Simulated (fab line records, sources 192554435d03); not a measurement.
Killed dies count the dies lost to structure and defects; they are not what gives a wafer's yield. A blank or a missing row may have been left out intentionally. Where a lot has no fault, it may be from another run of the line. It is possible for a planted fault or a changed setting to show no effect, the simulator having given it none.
Split-lot experiment :: flow n5 finfet :: route with 1938 steps; 7 lots, 39 wafers read

THE SPLIT ITSELF
At N5_HKMG_FIN_ETCH_32 (etches SOC in N2/H2, target depth 240 nm, time 300 s), the setting source w was moved away from the recipe's 840 W on 15 of the 39 wafers read, by -13.7% to +15.8%. This setting was run at the recipe's value on the other wafers.

The split's own step is where the reading is taken.

THE READING
rf vpp V, in V, at N5_HKMG_FIN_ETCH_32 (etches SOC in N2/H2, target depth 240 nm, time 300 s). A value of 525.3 V with a standard deviation of 2.4 V is what fault-free wafers of this fab line usually give.

wafer: L075.1
tool, chamber at the split: rie diel-03, 3
source w as run, W: 840
against the recipe: recipe
rf vpp V, V: 524.0
against lot-mates on the recipe: -

wafer: L075.2
tool, chamber at the split: rie diel-03, 0
source w as run, W: 840
against the recipe: recipe
rf vpp V, V: 528.7
against lot-mates on the recipe: -

wafer: L075.3
tool, chamber at the split: rie diel-03, 2
source w as run, W: 903.6
against the recipe: +7.6%
rf vpp V, V: 507.9
against lot-mates on the recipe: -19.1

wafer: L075.4
tool, chamber at the split: rie diel-03, 1
source w as run, W: 903.6
against the recipe: +7.6%
rf vpp V, V: 514.3
against lot-mates on the recipe: -12.7

wafer: L075.5
tool, chamber at the split: rie diel-03, 1
source w as run, W: 840
against the recipe: recipe
rf vpp V, V: 528.2
against lot-mates on the recipe: -

wafer: L075.6
tool, chamber at the split: rie diel-03, 0
source w as run, W: 903.6
against the recipe: +7.6%
rf vpp V, V: 512.4
against lot-mates on the recipe: -14.6

wafer: L076.1
tool, chamber at the split: rie diel-05, 1
source w as run, W: 840
against the recipe: recipe
rf vpp V, V: 522.1
against lot-mates on the recipe: -

wafer: L076.2
tool, chamber at the split: rie diel-05, 3
source w as run, W: 840
against the recipe: recipe
rf vpp V, V: 526.7
against lot-mates on the recipe: -

wafer: L076.3
tool, chamber at the split: rie diel-05, 2
source w as run, W: 840
against the recipe: recipe
rf vpp V, V: 527.0
against lot-mates on the recipe: -

wafer: L076.4
tool, chamber at the split: rie diel-05, 0
source w as run, W: 840
against the recipe: recipe
rf vpp V, V: 528.4
against lot-mates on the recipe: -

wafer: L076.5
tool, chamber at the split: rie diel-05, 1
source w as run, W: 840
against the recipe: recipe
rf vpp V, V: 523.2
against lot-mates on the recipe: -

wafer: L076.6
tool, chamber at the split: rie diel-05, 0
source w as run, W: 840
against the recipe: recipe
rf vpp V, V: 528.1
against lot-mates on the recipe: -

wafer: L078.2
tool, chamber at the split: rie diel-02, 0
source w as run, W: 840
against the recipe: recipe
rf vpp V, V: 526.2
against lot-mates on the recipe: -

wafer: L078.3
tool, chamber at the split: rie diel-02, 3
source w as run, W: 840
against the recipe: recipe
rf vpp V, V: 528.0
against lot-mates on the recipe: -

wafer: L078.4
tool, chamber at the split: rie diel-02, 2
source w as run, W: 840
against the recipe: recipe
rf vpp V, V: 519.0
against lot-mates on the recipe: -

wafer: L082.1
tool, chamber at the split: rie diel-03, 2
source w as run, W: 972.7
against the recipe: +15.8%
rf vpp V, V: 501.8
against lot-mates on the recipe: -24.0

wafer: L082.2
tool, chamber at the split: rie diel-03, 3
source w as run, W: 972.7
against the recipe: +15.8%
rf vpp V, V: 499.4
against lot-mates on the recipe: -26.4

wafer: L082.3
tool, chamber at the split: rie diel-03, 1
source w as run, W: 840
against the recipe: recipe
rf vpp V, V: 526.9
against lot-mates on the recipe: -

wafer: L082.4
tool, chamber at the split: rie diel-03, 0
source w as run, W: 840
against the recipe: recipe
rf vpp V, V: 527.0
against lot-mates on the recipe: -

wafer: L082.5
tool, chamber at the split: rie diel-03, 2
source w as run, W: 972.7
against the recipe: +15.8%
rf vpp V, V: 503.9
against lot-mates on the recipe: -21.9

wafer: L082.6
tool, chamber at the split: rie diel-03, 3
source w as run, W: 840
against the recipe: recipe
rf vpp V, V: 523.5
against lot-mates on the recipe: -

wafer: L090.1
tool, chamber at the split: rie diel-03, 0
source w as run, W: 725.3
against the recipe: -13.7%
rf vpp V, V: 551.9
against lot-mates on the recipe: +25.6

wafer: L090.2
tool, chamber at the split: rie diel-03, 3
source w as run, W: 840
against the recipe: recipe
rf vpp V, V: 524.1
against lot-mates on the recipe: -

wafer: L090.3
tool, chamber at the split: rie diel-03, 2
source w as run, W: 725.3
against the recipe: -13.7%
rf vpp V, V: 554.7
against lot-mates on the recipe: +28.4

wafer: L090.4
tool, chamber at the split: rie diel-03, 1
source w as run, W: 840
against the recipe: recipe
rf vpp V, V: 525.6
against lot-mates on the recipe: -

wafer: L090.5
tool, chamber at the split: rie diel-03, 2
source w as run, W: 840
against the recipe: recipe
rf vpp V, V: 529.1
against lot-mates on the recipe: -

wafer: L090.6
tool, chamber at the split: rie diel-03, 3
source w as run, W: 725.3
against the recipe: -13.7%
rf vpp V, V: 549.1
against lot-mates on the recipe: +22.8

wafer: L094.1
tool, chamber at the split: rie diel-03, 0
source w as run, W: 885.8
against the recipe: +5.5%
rf vpp V, V: 516.2
against lot-mates on the recipe: -10.3

wafer: L094.2
tool, chamber at the split: rie diel-03, 1
source w as run, W: 885.8
against the recipe: +5.5%
rf vpp V, V: 514.8
against lot-mates on the recipe: -11.7

wafer: L094.3
tool, chamber at the split: rie diel-03, 3
source w as run, W: 885.8
against the recipe: +5.5%
rf vpp V, V: 513.9
against lot-mates on the recipe: -12.6

wafer: L094.4
tool, chamber at the split: rie diel-03, 2
source w as run, W: 840
against the recipe: recipe
rf vpp V, V: 528.0
against lot-mates on the recipe: -

wafer: L094.5
tool, chamber at the split: rie diel-03, 0
source w as run, W: 840
against the recipe: recipe
rf vpp V, V: 525.0
against lot-mates on the recipe: -

wafer: L094.6
tool, chamber at the split: rie diel-03, 1
source w as run, W: 840
against the recipe: recipe
rf vpp V, V: 526.6
against lot-mates on the recipe: -

wafer: L095.1
tool, chamber at the split: rie diel-02, 3
source w as run, W: 896.2
against the recipe: +6.7%
rf vpp V, V: 517.3
against lot-mates on the recipe: -8.4

wafer: L095.2
tool, chamber at the split: rie diel-02, 0
source w as run, W: 840
against the recipe: recipe
rf vpp V, V: 526.4
against lot-mates on the recipe: -

wafer: L095.3
tool, chamber at the split: rie diel-02, 1
source w as run, W: 840
against the recipe: recipe
rf vpp V, V: 522.2
against lot-mates on the recipe: -

wafer: L095.4
tool, chamber at the split: rie diel-02, 3
source w as run, W: 840
against the recipe: recipe
rf vpp V, V: 528.5
against lot-mates on the recipe: -

wafer: L095.5
tool, chamber at the split: rie diel-02, 1
source w as run, W: 896.2
against the recipe: +6.7%
rf vpp V, V: 512.0
against lot-mates on the recipe: -13.7

wafer: L095.6
tool, chamber at the split: rie diel-02, 0
source w as run, W: 896.2
against the recipe: +6.7%
rf vpp V, V: 516.8
against lot-mates on the recipe: -8.9

THE FIT
A straight line over all 39 wafers: rf vpp V changes by -1.73 V for each +1% of source w; r = -0.97; the points scatter about the line by 2.7 V.
The same after taking each lot's own level away (the mean of its wafers on the recipe; 39 wafers): -1.73 V for each +1%; r = -0.97; scatter 2.8 V.
Per that fit: largest source w move, reading shift of 27 V.
From 524.40 to 526.97 V: that is the span of the lots' own levels, equal to 1.1 times the standard deviation above.
The two slopes are in agreement: the lot-to-lot level therefore moves the slope only a little.
Check: for one of the wafers moved furthest among these (+15.8%), held out of the fit, the line's prediction against its lot-mates is -27.8 V. Against them it came out at -24 V.
Tool readings at the split's step, against how far the setting was moved: rf vpp V r = -0.97.

THE OTHER SPLITS THESE WAFERS WENT THROUGH
Before the reading, these wafers also passed through other splits. Each is held against what the fit with the lots' levels taken away leaves over:
other split on the same wafers: N5_DUMMY_GATE_EXPOSE_12 dose mj
wafers away from the commonest value: 9
r with rf vpp V (lot level and that fit taken away): -0.06

other split on the same wafers: N5_SD_EPI_P_ETCH_36 bias w
wafers away from the commonest value: 6
r with rf vpp V (lot level and that fit taken away): -0.16

other split on the same wafers: N5_HKMG_FIN_ETCH_55 time s
wafers away from the commonest value: 15
r with rf vpp V (lot level and that fit taken away): -0.09

THE WHOLE CHAIN: every reading that the file lists as answering this split, in the file's order
step: N5_HKMG_FIN_ETCH_32
what it does: etches SOC in N2/H2, target depth 240 nm, time 300 s
reading: rf vpp V
change (the file's fit): -1.72 V for each +1% of the setting
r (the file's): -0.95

step: N5_HKMG_FIN_ETCH_32
what it does: etches SOC in N2/H2, target depth 240 nm, time 300 s
reading: etch.depth nm (the simulator's own value, which no gauge read)
change (the file's fit): +1.94 nm for each +1% of the setting
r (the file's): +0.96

step: N5_HKMG_FIN_ETCH_32
what it does: etches SOC in N2/H2, target depth 240 nm, time 300 s
reading: HKMG_FIN.feature depth nm (the simulator's own value, which no gauge read)
change (the file's fit): +1.94 nm for each +1% of the setting
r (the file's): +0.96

step: N5_HKMG_FIN_ETCH_32
what it does: etches SOC in N2/H2, target depth 240 nm, time 300 s
reading: SiARC_of_HKMG_FIN_COAT_30.thk nm (the simulator's own value, which no gauge read)
change (the file's fit): -0.075 nm for each +1% of the setting
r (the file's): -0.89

THE FILE'S OWN FIT
rf vpp V changes by -1.72 V for each +1% of source w, r = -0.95.
